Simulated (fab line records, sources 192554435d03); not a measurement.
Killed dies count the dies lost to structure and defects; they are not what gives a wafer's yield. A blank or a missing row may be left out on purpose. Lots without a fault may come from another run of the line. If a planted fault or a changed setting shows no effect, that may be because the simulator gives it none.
The tool behind it: which one? -- flow n5_finfet -- 24 lots with 72 wafers sampled at 2 steps, on a route of 1938 steps

WHAT THE GAUGES READ, wafer by wafer
N5_BEOL_M7_RS_MEAS_57: a four-point-probe measurement.
lot,measured,on,M7_RS (ohm/sq)
L074,day 9 03:56,film_metro-02,0.284 0.282 0.291
L075,day 9 11:43,film_metro-01,0.285 0.295 0.290
L076,day 10 07:58,film_metro-01,0.287 0.299 0.292
L078,day 10 08:18,film_metro-02,0.291 0.284 0.280
L077,day 10 08:21,film_metro-01,0.299 0.284 0.294
L079,day 10 14:18,film_metro-01,0.290 0.286 0.292
L081,day 10 22:06,film_metro-02,0.297 0.284 0.288
L080,day 10 22:20,film_metro-02,0.288 0.291 0.291
L082,day 10 22:33,film_metro-02,0.286 0.296 0.298
L083,day 11 09:47,film_metro-01,0.297 0.294 0.304
L086,day 12 08:59,film_metro-02,0.279 0.288 0.289
L084,day 12 10:59,film_metro-02,0.295 0.294 0.287
L085,day 12 16:57,film_metro-01,0.287 0.273 0.297
L088,day 12 18:26,film_metro-01,0.285 0.281 0.274
L087,day 12 18:57,film_metro-01,0.294 0.283 0.285
L089,day 13 11:26,film_metro-01,0.287 0.292 0.293
L090,day 13 12:07,film_metro-01,0.281 0.293 0.279
L092,day 13 18:30,film_metro-01,0.284 0.309 0.285
L091,day 13 21:59,film_metro-02,0.302 0.297 0.293
L094,day 14 05:21,film_metro-01,0.284 0.291 0.294
L093,day 14 07:20,film_metro-02,0.285 0.294 0.280
L096,day 14 18:47,film_metro-02,0.293 0.284 0.289
L095,day 14 21:37,film_metro-01,0.277 0.293 0.280
L097,day 15 04:44,film_metro-02,0.297 0.284 0.279

EACH LOT AND THE TOOL THAT RAN IT (in order: tool; ch and the chambers of the sampled wafers; start)
lot,N5_BEOL_M7_ALD_77
L074,"ald_metal-01 ch 0,1,2, day 9 02:13"
L075,"ald_metal-01 ch 0,2,3, day 9 09:59"
L076,"ald_metal-03 ch 0,2,3, day 10 05:38"
L078,"ald_metal-02 ch 1,2, day 10 06:41"
L077,"ald_metal-01 ch 1,2, day 10 06:43"
L079,"ald_metal-01 ch 2,3, day 10 12:29"
L081,"ald_metal-02 ch 0,1,2, day 10 20:03"
L080,"ald_metal-01 ch 1,2,3, day 10 20:09"
L082,"ald_metal-03 ch 2,3, day 10 20:15"
L083,"ald_metal-01 ch 0,1, day 11 07:46"
L086,"ald_metal-02 ch 1,2,3, day 12 07:31"
L084,"ald_metal-02 ch 0,3, day 12 08:01"
L085,"ald_metal-03 ch 0,2,3, day 12 11:26"
L088,"ald_metal-01 ch 1,2,3, day 12 16:31"
L087,"ald_metal-02 ch 2,3, day 12 17:01"
L089,"ald_metal-03 ch 0,1,3, day 13 09:16"
L090,"ald_metal-03 ch 1,2,3, day 13 09:42"
L092,"ald_metal-01 ch 0,1,3, day 13 16:51"
L091,"ald_metal-03 ch 0,2, day 13 20:28"
L094,"ald_metal-02 ch 2,3, day 14 02:40"
L093,"ald_metal-02 ch 0,3, day 14 05:36"
L096,"ald_metal-02 ch 1,2, day 14 17:22"
L095,"ald_metal-02 ch 0,1,3, day 14 19:44"
L097,"ald_metal-02 ch 2,3, day 15 02:57"
- N5_BEOL_M7_ALD_77: deposits TaN, target thk 2 nm, pulse time 2 s, purge time 3 s.

WHAT THE TOOLS THEMSELVES READ (means of the sampled wafers that have a number; where no wafer has one, the mark that the record gives instead)
N5_BEOL_M7_ALD_77.
lot,tool,heater_power_w (W)
L074,ald_metal-01,436
L075,ald_metal-01,476
L076,ald_metal-03,402
L078,ald_metal-02,424
L077,ald_metal-01,423
L079,ald_metal-01,466
L081,ald_metal-02,432
L080,ald_metal-01,429
L082,ald_metal-03,443
L083,ald_metal-01,455
L086,ald_metal-02,455
L084,ald_metal-02,445
L085,ald_metal-03,407
L088,ald_metal-01,431
L087,ald_metal-02,477
L089,ald_metal-03,385
L090,ald_metal-03,422
L092,ald_metal-01,449
L091,ald_metal-03,425
L094,ald_metal-02,477
L093,ald_metal-02,434
L096,ald_metal-02,451
L095,ald_metal-02,435
L097,ald_metal-02,472

THE ANSWER, worked out from the rows above alone
Rule: what is usual is taken from the lots themselves. Put in order of their means at a reading, lots are off if they are a third of the lots or fewer, leave a main group of 4 or more, and stand apart from it by a gap of 3 or more times the standard deviation of the main group's means; of several such gaps the widest counts. A main group is skipped when, at the precision printed for the reading in the tables above, its means are all equal. A lot without any number at a reading at which 4 lots or more have one is off too. All remaining lots with rows at the step are treated as sound. Order of review: gauges by route order, followed by the tools' own readings, for which a lot's mean as printed above is used. The first step at which some lot is off is used, and at that step the reading that is off furthest; a lot without a number counts as furthest.
Nothing can be told from this: no lot is off at any reading shown.

WHAT THE SIMULATOR HAD INSERTED
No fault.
